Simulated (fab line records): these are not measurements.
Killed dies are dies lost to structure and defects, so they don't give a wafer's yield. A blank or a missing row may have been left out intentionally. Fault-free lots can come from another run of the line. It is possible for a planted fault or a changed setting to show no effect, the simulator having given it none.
fab line records + flow n5-finfet
record:
- lots: 11
- wafers: 33
- last-day: 18
route steps=1938 shown BEOL_M11@1584 TV_OPEN@1890 PAD_METAL@1895 PASSIVATION@1910
lots with no fault: from the same line, run without faults
start-h: the number of hours between the record's first day and the start of the first shown wafer of the lot + wait-h: hours from the lot's prior step to this one + " repeats the value in the row above + L1.1+2: a row that stands for several wafers + - either no value or no given start + * or withheld: withheld + < > ~ a bound
route shown NAME@n: a module of which the file shows steps, and the number in the route of the first + usual: mean and standard deviation over wafers with no fault + same: alike in all rows + chamber/n: place in a boat + sites: each site's reading + _std_site: standard deviation across them + _edge_site: outer sites' mean less inner sites' + radius-mm: for every site, how far away it sits from the centre of the wafer + mask NAME#n: copy n + behind: tool/chamber where the wafer was last shaped + hold: cause of the lot's hold/its duration in hours/its outcome + device: whichever transistor did not switch (one of n, p or np) + end of line: tests run on the same wafers once the route is complete + for a step that has no rows: nothing shown but its recipe + killed: count of dies lost to structure and defects at first sort (not the wafer's yield) + map: per-die view of a wafer (x killed, . not killed, _ where there is no die)
set.NAME: the setting the step ran with; set.NAME@STEP: the setting that earlier step ran with + model.NAME: the simulator's own value behind a step, which no gauge read
one table for each step of the route and one row for each wafer, over a sample of lots
services: the hour from which a tool's chamber was out of use, counted from the record's first day as start-h (under 0 if before that day), plus the number of hours and why
== steps ==
step: N5_BEOL_M11_PRECLEAN_42
recipe:
- chemistry: residue-remover
- time-s: 60
- temp-c: 40
usual:
- bath-heat-duty-pct: 4.5/0.63
| lot.wafer | tool         | chamber | start-h | wait-h | bath-heat-duty-pct |
|-----------|--------------|---------|---------|--------|--------------------|
| L277.2    | wet-bench-05 | 7       | 223.59  | 0.0    | 4.5                |
| L277.3    | "            | 1       | "       | "      | 4.6                |
| L277.6    | "            | 2       | "       | "      | 4.2                |
| L279.1    | wet-bench-02 | 4       | 227.72  | 0.0    | 5.6                |
| L279.3    | "            | 5       | "       | "      | 5.2                |
| L279.4    | "            | 1       | "       | "      | 4.7                |
| L281.1    | wet-bench-02 | 3       | 242.96  | 0.0    | 4.8                |
| L281.2    | "            | 4       | "       | "      | 4.8                |
| L281.5    | "            | 2       | "       | "      | 5.2                |
| L282.2    | wet-bench-06 | 4       | 250.50  | 0.0    | 3.6                |
| L282.4    | "            | 6       | "       | "      | 5.3                |
| L282.5    | "            | 7       | "       | "      | 3.8                |
| L283.1    | wet-bench-06 | 7       | 251.00  | 0.0    | 3.6                |
| L283.3    | "            | 3       | "       | "      | 4.0                |
| L283.5    | "            | 6       | "       | "      | 4.7                |
| L284.2    | wet-bench-06 | 2       | 254.69  | 0.0    | 4.0                |
| L284.3    | "            | 5       | "       | "      | 4.2                |
| L284.6    | "            | 6       | "       | "      | 4.9                |
| L285.3    | wet-bench-06 | 7       | 258.56  | 0.0    | 4.2                |
| L285.4    | "            | 2       | "       | "      | 3.7                |
| L285.5    | "            | 4       | "       | "      | 4.5                |
| L288.3    | wet-bench-06 | 3       | 290.27  | 0.0    | 4.1                |
| L288.4    | "            | 5       | "       | "      | 5.4                |
| L288.6    | "            | 7       | "       | "      | 3.7                |
| L290.2    | wet-bench-02 | 0       | 296.30  | 0.0    | 3.7                |
| L290.4    | "            | 2       | "       | "      | 4.9                |
| L290.5    | "            | 6       | "       | "      | 5.3                |
| L291.1    | wet-bench-06 | 3       | 307.78  | 0.0    | 4.2                |
| L291.2    | "            | 4       | "       | "      | 3.6                |
| L291.4    | "            | 2       | "       | "      | 3.4                |
| L300.1    | wet-bench-06 | 6       | 376.73  | 0.0    | 5.2                |
| L300.3    | "            | 1       | "       | "      | 4.8                |
| L300.5    | "            | 7       | "       | "      | 4.6                |
step: N5_PASSIVATION_ETCH_15
recipe:
- chemistry: CF4/N2
- target: SiCN
- target-depth-a: 750
- taper-deg: 2
- time-s: 81.2
- ion-energy-ev: 150
- mask-material: SiNx
- pressure-mtorr: 40
- source-w: 430
- bias-w: 70
- Ar_flow_sccm: 100
- cf4-flow-sccm: 60
- n2-flow-sccm: 60
usual:
- drypump-motor-current-A: 5.6/0.44
- oes-product-au: 0.78/0.082
- rf-vpp-V: 381.7/1.8
- showerhead-plenum-p-Torr: 2.18/0.062
- throttle-valve-pct: 15.53/0.24
| lot.wafer | tool        | chamber | start-h | wait-h | drypump-motor-current-A | oes-product-au | rf-hours-counter-h | rf-vpp-V | showerhead-plenum-p-Torr | throttle-valve-pct |
|-----------|-------------|---------|---------|--------|-------------------------|----------------|--------------------|----------|--------------------------|--------------------|
| L277.2    | rie-diel-05 | 3       | -       | -      | 5.7                     | 0.81           | 111                | 378.7    | 2.13                     | 15.24              |
| L277.3    | "           | 1       | "       | "      | 5.5                     | 0.70           | 210                | 378.7    | 2.10                     | 15.64              |
| L277.6    | "           | 2       | "       | "      | 5.1                     | 0.84           | -                  | 382.9    | 2.23                     | 15.35              |
| L279.1    | rie-diel-06 | 3       | -       | -      | 5.2                     | 0.74           | 190                | 384.3    | 2.28                     | 15.37              |
| L279.3    | "           | 0       | "       | "      | 5.7                     | 0.96           | 11                 | 384.5    | 2.26                     | 14.97              |
| L279.4    | "           | 1       | "       | "      | 5.8                     | 0.71           | 176                | 379.6    | 2.11                     | 15.66              |
| L281.1    | rie-diel-05 | 0       | -       | -      | 6.0                     | 0.69           | 223                | 384.5    | 2.27                     | 15.92              |
| L281.2    | "           | 2       | "       | "      | 5.1                     | 0.84           | 74                 | 383.0    | 2.23                     | 15.37              |
| L281.5    | "           | 3       | "       | "      | 5.7                     | 0.80           | -                  | 381.0    | 2.13                     | 15.24              |
| L283.1    | rie-diel-04 | 3       | -       | -      | 5.1                     | 0.74           | 177                | 383.0    | 2.20                     | 15.80              |
| L283.3    | "           | 2       | "       | "      | 6.5                     | 0.89           | 36                 | 381.0    | 2.14                     | 15.51              |
| L283.5    | "           | 3       | "       | "      | 5.1                     | 0.74           | -                  | 382.4    | 2.20                     | 15.80              |
| L282.2    | rie-diel-04 | 3       | -       | -      | 5.1                     | 0.74           | 177                | 382.2    | 2.20                     | 15.81              |
| L282.4    | "           | 1       | "       | "      | 5.9                     | 0.95           | 5                  | 381.6    | 2.26                     | 15.18              |
| L282.5    | "           | 2       | "       | "      | 6.5                     | 0.88           | -                  | 381.2    | 2.14                     | 15.51              |
| L285.3    | rie-diel-05 | 2       | -       | -      | 5.1                     | 0.83           | 79                 | 382.3    | 2.23                     | 15.37              |
| L285.4    | "           | 1       | "       | "      | 5.5                     | 0.69           | 220                | 379.7    | 2.09                     | 15.65              |
| L285.5    | "           | 3       | "       | "      | 5.6                     | 0.80           | -                  | 380.7    | 2.13                     | 15.25              |
| L284.2    | rie-diel-06 | 0       | -       | -      | 5.8                     | 0.94           | 19                 | 384.5    | 2.25                     | 15.00              |
| L284.3    | "           | 1       | "       | "      | 5.8                     | 0.70           | 184                | 380.6    | 2.10                     | 15.67              |
| L284.6    | "           | 1       | "       | "      | 5.8                     | 0.70           | -                  | 379.6    | 2.10                     | 15.67              |
| L288.3    | rie-diel-06 | 2       | -       | -      | 5.9                     | 0.68           | 248                | 382.5    | 2.26                     | 15.66              |
| L288.4    | "           | 3       | "       | "      | 5.2                     | 0.72           | 209                | 384.3    | 2.28                     | 15.40              |
| L288.6    | "           | 3       | "       | "      | 5.2                     | 0.72           | -                  | 384.3    | 2.28                     | 15.41              |
| L290.2    | rie-diel-06 | 0       | -       | -      | 5.7                     | 0.91           | 32                 | 383.0    | 2.25                     | 15.01              |
| L290.4    | "           | 0       | "       | "      | 5.7                     | 0.91           | -                  | 383.9    | 2.25                     | 15.02              |
| L290.5    | "           | 3       | "       | "      | 5.2                     | 0.71           | -                  | 383.3    | 2.28                     | 15.42              |
| L291.1    | rie-diel-04 | 3       | -       | -      | 5.1                     | 0.73           | 193                | 380.7    | 2.20                     | 15.81              |
| L291.2    | "           | 2       | "       | "      | 6.5                     | 0.88           | 51                 | 381.0    | 2.14                     | 15.53              |
| L291.4    | "           | 0       | "       | "      | 5.6                     | 0.79           | -                  | 381.6    | 2.14                     | 15.54              |
| L300.1    | rie-diel-05 | 2       | -       | -      | 5.1                     | 0.78           | 123                | 381.9    | 2.21                     | 15.47              |
| L300.3    | "           | 0       | "       | "      | 6.0                     | 0.95           | -                  | 383.9    | 2.25                     | 15.51              |
| L300.5    | "           | 2       | "       | "      | 5.1                     | 0.77           | -                  | 383.8    | 2.21                     | 15.45              |
step: N5_PASSIVATION_SPUTTER_20
recipe:
- material: TaN
- target-thk-a: 500
- temp-c: 25
- chamber-pressure-pa: 0.4
usual:
- chamber-pressure-pa: 0.4001/0.00079
- throttle-valve-pct: 30.9/0.7
| lot.wafer | tool           | chamber | start-h | wait-h | chamber-pressure-pa | throttle-valve-pct |
|-----------|----------------|---------|---------|--------|---------------------|--------------------|
| L277.2    | pvd-sputter-03 | -       | 258.76  | 0.0    | 0.3998              | 30.2               |
| L277.3    | "              | -       | "       | "      | 0.3993              | 29.5               |
| L277.6    | "              | -       | "       | "      | 0.4008              | 31.0               |
| L279.1    | pvd-sputter-01 | -       | 263.95  | 0.0    | 0.4003              | 30.4               |
| L279.3    | "              | -       | "       | "      | 0.3999              | 30.9               |
| L279.4    | "              | -       | "       | "      | 0.3985              | 31.2               |
| L281.1    | pvd-sputter-03 | -       | 275.37  | 0.0    | 0.4012              | 29.5               |
| L281.2    | "              | -       | "       | "      | 0.4010              | 31.0               |
| L281.5    | "              | -       | "       | "      | 0.4002              | 29.3               |
| L283.1    | pvd-sputter-01 | -       | 283.37  | 0.0    | 0.4010              | 30.5               |
| L283.3    | "              | -       | "       | "      | 0.4000              | 30.4               |
| L283.5    | "              | -       | "       | "      | 0.3991              | 30.6               |
| L282.2    | pvd-sputter-02 | -       | 287.06  | 0.0    | 0.3990              | 31.1               |
| L282.4    | "              | -       | "       | "      | 0.3993              | 30.1               |
| L282.5    | "              | -       | "       | "      | 0.3993              | 31.1               |
| L285.3    | pvd-sputter-03 | -       | 292.20  | 0.0    | 0.3999              | 29.4               |
| L285.4    | "              | -       | "       | "      | 0.4004              | 30.9               |
| L285.5    | "              | -       | "       | "      | 0.4009              | 30.2               |
| L284.2    | pvd-sputter-03 | -       | 292.94  | 0.0    | 0.4000              | 30.2               |
| L284.3    | "              | -       | "       | "      | 0.4003              | 29.5               |
| L284.6    | "              | -       | "       | "      | 0.4009              | 31.0               |
| L288.3    | pvd-sputter-01 | -       | 325.61  | 0.0    | 0.4003              | 31.8               |
| L288.4    | "              | -       | "       | "      | 0.4000              | 30.7               |
| L288.6    | "              | -       | "       | "      | 0.4005              | 32.0               |
| L290.2    | pvd-sputter-02 | -       | 331.97  | 0.0    | 0.4003              | 31.3               |
| L290.4    | "              | -       | "       | "      | 0.3994              | 31.4               |
| L290.5    | "              | -       | "       | "      | 0.4012              | 30.3               |
| L291.1    | pvd-sputter-01 | -       | 345.32  | 0.0    | 0.4003              | 31.6               |
| L291.2    | "              | -       | "       | "      | 0.3992              | 30.4               |
| L291.4    | "              | -       | "       | "      | 0.4003              | 30.3               |
| L300.1    | pvd-sputter-02 | -       | 416.76  | 0.0    | 0.4006              | 30.9               |
| L300.3    | "              | -       | "       | "      | 0.3984              | 32.2               |
| L300.5    | "              | -       | "       | "      | 0.3993              | 31.4               |
step: N5_PASSIVATION_ETCH_59
recipe:
- chemistry: Cl2/BCl3
- target: TaN
- target-depth-a: 650
- time-s: 34.9
- ion-energy-ev: 100
- pressure-mtorr: 10
- icp-w: 900
- bias-w: 100
- Cl2_flow_sccm: 60
- bcl3-flow-sccm: 30
usual:
- drypump-motor-current-A: 5.6/0.55
- oes-product-au: 0.82/0.096
- throttle-valve-pct: 21.12/0.28
| lot.wafer | tool         | chamber | start-h | wait-h | drypump-motor-current-A | oes-product-au | rf-hours-counter-h | throttle-valve-pct |
|-----------|--------------|---------|---------|--------|-------------------------|----------------|--------------------|--------------------|
| L277.2    | rie-metal-02 | 1       | 259.91  | 0.3    | 6.2                     | 0.64           | 103                | 21.42              |
| L277.3    | "            | 1       | "       | "      | 6.2                     | 0.63           | -                  | 21.42              |
| L277.6    | "            | 1       | "       | "      | 6.1                     | 0.63           | -                  | 21.43              |
| L279.1    | rie-metal-01 | 1       | 265.26  | 0.3    | 6.2                     | 0.81           | 37                 | 21.39              |
| L279.3    | "            | 0       | "       | "      | 5.5                     | 0.89           | -                  | 21.28              |
| L279.4    | "            | 1       | "       | "      | 6.2                     | 0.81           | -                  | 21.39              |
| L281.1    | rie-metal-01 | 1       | 277.32  | 0.7    | 6.2                     | 0.80           | 39                 | 21.41              |
| L281.2    | "            | 1       | "       | "      | 6.2                     | 0.81           | -                  | 21.38              |
| L281.5    | "            | 1       | "       | "      | 6.2                     | 0.81           | -                  | 21.37              |
| L283.1    | rie-metal-03 | 0       | 284.65  | 0.3    | 5.5                     | 0.81           | 35                 | 21.27              |
| L283.3    | "            | 1       | "       | "      | 5.6                     | 0.76           | -                  | 20.99              |
| L283.5    | "            | 1       | "       | "      | 5.7                     | 0.77           | -                  | 21.00              |
| L282.2    | rie-metal-01 | 0       | 288.39  | 0.3    | 5.5                     | 0.89           | 11                 | 21.26              |
| L282.4    | "            | 1       | "       | "      | 6.2                     | 0.80           | -                  | 21.41              |
| L282.5    | "            | 1       | "       | "      | 6.2                     | 0.80           | -                  | 21.39              |
| L285.3    | rie-metal-01 | 1       | 293.51  | 0.2    | 6.2                     | 0.80           | -                  | 21.41              |
| L285.4    | "            | 0       | "       | "      | 5.5                     | 0.88           | -                  | 21.28              |
| L285.5    | "            | 0       | "       | "      | 5.5                     | 0.88           | -                  | 21.28              |
| L284.2    | rie-metal-01 | 0       | 294.09  | 0.3    | 5.5                     | 0.87           | 12                 | 21.29              |
| L284.3    | "            | 0       | "       | "      | 5.5                     | 0.88           | -                  | 21.29              |
| L284.6    | "            | 1       | "       | "      | 6.2                     | 0.80           | -                  | 21.39              |
| L288.3    | rie-metal-03 | 1       | 326.81  | 0.2    | 5.7                     | 0.75           | -                  | 21.03              |
| L288.4    | "            | 0       | "       | "      | 5.5                     | 0.80           | -                  | 21.30              |
| L288.6    | "            | 1       | "       | "      | 5.7                     | 0.76           | -                  | 20.99              |
| L290.2    | rie-metal-03 | 1       | 333.24  | 0.3    | 5.7                     | 0.74           | 49                 | 21.03              |
| L290.4    | "            | 1       | "       | "      | 5.7                     | 0.75           | -                  | 21.02              |
| L290.5    | "            | 1       | "       | "      | 5.7                     | 0.75           | -                  | 21.03              |
| L291.1    | rie-metal-02 | 0       | 346.88  | 0.7    | 4.8                     | 0.92           | 5                  | 20.67              |
| L291.2    | "            | 0       | "       | "      | 4.8                     | 0.91           | -                  | 20.70              |
| L291.4    | "            | 0       | "       | "      | 4.8                     | 0.92           | -                  | 20.66              |
| L300.1    | rie-metal-01 | 0       | 417.90  | 0.3    | 5.5                     | 0.84           | 22                 | 21.32              |
| L300.3    | "            | 1       | "       | "      | 6.2                     | 0.77           | -                  | 21.42              |
| L300.5    | "            | 0       | "       | "      | 5.5                     | 0.83           | -                  | 21.29              |
step: N5_PASSIVATION_PROBE_49
usual:
- defect-limited-yield: 91.4/1.5
- killed_at_M0_to_M3: 31/11
- killed_at_M4_up: 13/5.5
- killed-at-contacts: 13/6.3
- killed-at-front-end: 40/13
- killed-at-other: 3.3/2.6
- killed-dies: 101/18
- killed-open: 67/13
- killed-short: 33/7.9
- sort_bin_5_function: 5.1/1
- sort_bin_6_memory: 3.2/0.68
- sort-n-pass: 1079/18
- sort-yield-pct: 91.4/1.5
same:
- gross-dies: 1180
- killed-at-back-side: 0
- sort_bin_4_leakage[%]: 0
- sort_bin_8_speed[%]: 0
| lot.wafer | tool      | chamber | start-h | wait-h | defect-limited-yield[%] | killed_at_M0_to_M3 | killed_at_M4_up | killed-at-contacts | killed-at-front-end | killed-at-other | killed-dies | killed-open | killed-short | sort_bin_5_function[%] | sort_bin_6_memory[%] | sort-n-pass | sort-yield-pct[%] |
|-----------|-----------|---------|---------|--------|-------------------------|--------------------|-----------------|--------------------|---------------------|-----------------|-------------|-------------|--------------|------------------------|----------------------|-------------|-------------------|
| L277.2    | prober-02 | -       | 264.36  | 0.1    | 92.0                    | 35                 | 18              | 14                 | 27                  | 0               | 94          | 69          | 24           | 5.2                    | 2.6                  | 1086        | 92.0              |
| L277.3    | prober-02 | -       | 264.41  | 0.1    | 92.9                    | 35                 | 15              | 12                 | 21                  | 1               | 84          | 51          | 32           | 4.2                    | 2.5                  | 1096        | 92.9              |
| L277.6    | prober-02 | -       | 264.56  | 0.3    | 92.7                    | 39                 | 14              | 8                  | 25                  | 0               | 86          | 47          | 35           | 4.7                    | 2.4                  | 1094        | 92.7              |
| L288.3    | prober-01 | -       | 331.30  | 0.1    | 81.9                    | 27                 | 144             | 12                 | 24                  | 6               | 213         | 62          | 21           | 13.1                   | 3.5                  | 967         | 81.9              |
| L288.4    | prober-01 | -       | 331.35  | 0.2    | 84.1                    | 30                 | 100             | 25                 | 29                  | 4               | 188         | 70          | 31           | 9.3                    | 3.7                  | 992         | 84.1              |
| L288.6    | prober-01 | -       | 331.45  | 0.3    | 81.0                    | 39                 | 136             | 18                 | 23                  | 8               | 224         | 71          | 23           | 12.6                   | 3.9                  | 956         | 81.0              |
| L291.1    | prober-02 | -       | 351.41  | 0.0    | 80.3                    | 40                 | 135             | 17                 | 39                  | 1               | 232         | 67          | 37           | 12.0                   | 5.1                  | 948         | 80.3              |
| L291.2    | prober-02 | -       | 351.46  | 0.1    | 82.0                    | 30                 | 139             | 2                  | 39                  | 2               | 212         | 54          | 31           | 11.8                   | 3.7                  | 968         | 82.0              |
| L291.4    | prober-02 | -       | 351.56  | 0.2    | 81.4                    | 36                 | 135             | 19                 | 25                  | 4               | 219         | 63          | 35           | 11.7                   | 3.9                  | 961         | 81.4              |
killed by level:class
L277.2 MOL_CONTACT_COAG:geometric-particle:open=13 BEOL_M4:geometric-particle:open=12 BEOL_M2:geometric-particle:open=10 BEOL_M0_SAQP:geometric-particle:open=8 BEOL_M0_SAQP:geometric-particle:short=7 STARTING-WAFER:geometric-particle:open=7 BEOL_M1:geometric-particle:open=4 FIN_SAQP:geometric-particle:short=3
L277.3 MOL_CONTACT_COAG:geometric-particle:open=9 BEOL_M2:geometric-particle:open=9 BEOL_M0_SAQP:geometric-particle:short=8 BEOL_M4:geometric-particle:open=8 BEOL_M1:geometric-particle:open=6 BEOL_M3:geometric-particle:open=4 STARTING-WAFER:geometric-particle:short=4 GATE_CUT:geometric-particle:short=3
L277.6 BEOL_M0_SAQP:geometric-particle:open=9 BEOL_M0_SAQP:geometric-particle:short=9 BEOL_M3:geometric-particle:open=8 MOL_CONTACT_COAG:geometric-particle:open=6 BEOL_M2:geometric-particle:short=6 DUMMY_GATE:geometric-particle:open=4 BEOL_M2:geometric-particle:open=4 FIN_SAQP:geometric-particle:short=3
L288.3 BEOL_M11:unspecified=130 BEOL_M0_SAQP:geometric-particle:open=12 MOL_CONTACT_COAG:geometric-particle:open=11 BEOL_M4:geometric-particle:open=10 DUMMY_GATE:geometric-particle:open=6 BEOL_M2:geometric-particle:open=6 BEOL_M0_SAQP:geometric-particle:short=6 STI_FIN_REVEAL:geometric-particle:open=4
L288.4 BEOL_M11:unspecified=87 MOL_CONTACT_COAG:geometric-particle:open=20 STI_FIN_REVEAL:geometric-particle:open=9 BEOL_M1:geometric-particle:open=7 DUMMY_GATE:geometric-particle:open=6 BEOL_M0_SAQP:geometric-particle:short=6 MOL_CONTACT_COAG:geometric-particle:short=5 BEOL_M2:geometric-particle:open=5
L288.6 BEOL_M11:unspecified=129 MOL_CONTACT_COAG:geometric-particle:open=14 BEOL_M2:geometric-particle:open=11 BEOL_M1:geometric-particle:open=10 BEOL_M0_SAQP:geometric-particle:open=7 ILD0:geometric-particle:open=5 MOL_CONTACT_COAG:geometric-particle:short=4 BEOL_M3:geometric-particle:open=4
L291.1 BEOL_M11:unspecified=127 MOL_CONTACT_COAG:geometric-particle:open=12 BEOL_M0:geometric-particle:open=11 DUMMY_GATE:geometric-particle:open=9 FIN_SAQP:geometric-particle:open=7 BEOL_M0_SAQP:geometric-particle:short=7 FIN_SAQP:geometric-particle:short=5 MOL_CONTACT_COAG:geometric-particle:short=5
L291.2 BEOL_M11:unspecified=126 FIN_SAQP:geometric-particle:open=8 BEOL_M3:geometric-particle:open=6 BEOL_M6:geometric-particle:open=6 FIN_SAQP:geometric-particle:short=5 BEOL_M1:geometric-particle:short=5 BEOL_M8:geometric-particle:open=4 ILD0:geometric-particle:open=4
L291.4 BEOL_M11:unspecified=120 MOL_CONTACT_COAG:geometric-particle:open=14 BEOL_M0_SAQP:geometric-particle:short=11 BEOL_M0_SAQP:geometric-particle:open=9 FIN_SAQP:geometric-particle:open=7 GATE_CUT:geometric-particle:short=6 MOL_CONTACT_COAG:geometric-particle:short=5 BEOL_M3:geometric-particle:open=5
== services ==
| tool           | chamber | start-h | hours | kind                          |
|----------------|---------|---------|-------|-------------------------------|
| rie-diel-06    | 0       | 208.32  | -     | clean                         |
| rie-diel-06    | 0       | 208.32  | -     | consumable-replace:focus-ring |
| rie-diel-06    | 0       | 208.32  | 17.7  | scheduled-down                |
| rie-diel-06    | 0       | 208.32  | 17.7  | vent-cycle                    |
| rie-metal-03   | -       | 208.83  | 0.7   | repair                        |
| rie-metal-02   | 1       | 223.28  | 6.9   | repair                        |
| wet-bench-06   | -       | 225.81  | 7.8   | repair                        |
| rie-metal-01   | 0       | 274.69  | 5.8   | repair                        |
| rie-metal-03   | 1       | 284.91  | 1.2   | repair                        |
| rie-diel-04    | -       | 284.96  | 14.6  | pm                            |
| rie-metal-01   | -       | 294.76  | 2.8   | pm                            |
| wet-bench-05   | -       | 320.55  | 9.5   | repair                        |
| rie-diel-06    | 2       | 331.19  | -     | clean                         |
| rie-diel-06    | 2       | 331.19  | -     | consumable-replace:focus-ring |
| rie-diel-06    | 2       | 331.19  | 25.2  | scheduled-down                |
| rie-diel-06    | 2       | 331.19  | 25.2  | vent-cycle                    |
| rie-diel-04    | 1       | 335.55  | 41.2  | repair                        |
| rie-metal-02   | -       | 341.80  | 0.9   | repair                        |
| pvd-sputter-02 | -       | 347.06  | 1.0   | repair                        |
| wet-bench-02   | -       | 366.60  | 4.4   | pm                            |
| rie-diel-05    | 1       | 370.95  | 7.8   | repair                        |
| rie-metal-01   | -       | 389.99  | 2.2   | repair                        |
| rie-diel-05    | 1       | 399.82  | 1.3   | repair                        |
| rie-diel-05    | 3       | 406.85  | 8.6   | repair                        |
== key ==
first-sign:
- step: N5_PASSIVATION_PROBE_49
- reading: killed_at_M4_up
- direction: up
- sigmas: 21
- usual: 13
- struck: 132
effect:
- step: N5_PASSIVATION_PROBE_49
- reading: defect-limited-yield
- direction: down
- sigmas: 6.3
- usual: 91.4
- struck: 81.8
more-kills-born-at:
- N5_BEOL_M11_PRECLEAN_42@wet-bench-06: 719
met-at N5_BEOL_M11_PRECLEAN_42
struck-lots L288,L291
not-acting-at N5_PASSIVATION_ETCH_15,N5_PASSIVATION_SPUTTER_20,N5_PASSIVATION_ETCH_59
onset-between 258.56 290.27
fault:
- kind: chamber-particle-source
- tool: wet-bench-06
- chamber: -
- onset-h: 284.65
- steps: N5_BEOL_M11_PRECLEAN_42
- rate-per-visit-cm2: 0.94711
- end-h: 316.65
